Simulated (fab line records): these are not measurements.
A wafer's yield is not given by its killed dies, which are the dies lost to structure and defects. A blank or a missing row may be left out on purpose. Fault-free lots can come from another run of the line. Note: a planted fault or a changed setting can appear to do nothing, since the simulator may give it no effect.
Matching of chambers -- flow n5 finfet -- N5_FIN_SAQP_PECVD_48 on pecvd-04: 3 sister chambers
The step deposits SiNx from SiH4/NH3/N2, target thk 25 nm, time 22.1 s. 3 wafers are shown with their chamber, then 8 later ones without.

== WAFERS, EACH WITH ITS CHAMBER ==
wafer,chamber,throttle valve pct (%)
L083.5,2,38.4
L088.4,1,41.7
L090.3,0,44.7

== WAFERS WITH NO CHAMBER GIVEN ==
wafer,throttle valve pct (%)
L090.4,44.6
L090.6,42.0
L093.1,44.7
L093.5,44.7
L093.6,38.6
L097.1,38.7
L097.2,41.6
L097.3,38.8

== CHAMBER TAKEN BY EACH ==
wafer,from the rows above,in truth
L090.4,0,0
L090.6,1,1
L093.1,0,0
L093.5,0,0
L093.6,2,2
L097.1,2,2
L097.2,1,1
L097.3,2,2
Placed correctly: 8 of 8. Not placeable from these rows: 0. Number placed wrongly: 0.
How it was worked out, from the rows above alone: a wafer's distance from a chamber is the root of the sum, over the readings, of the square of ((its reading less the chamber's mean) divided by the reading's scatter). If the next closest chamber is less than 2 further off than the closest, the wafer can't be placed; otherwise it belongs to the closest. A chamber's mean is the mean of its shown wafers. The scatter (one wafer shown for each chamber): square how far every hidden wafer sits from the nearest shown wafer, average those squares and take the square root.
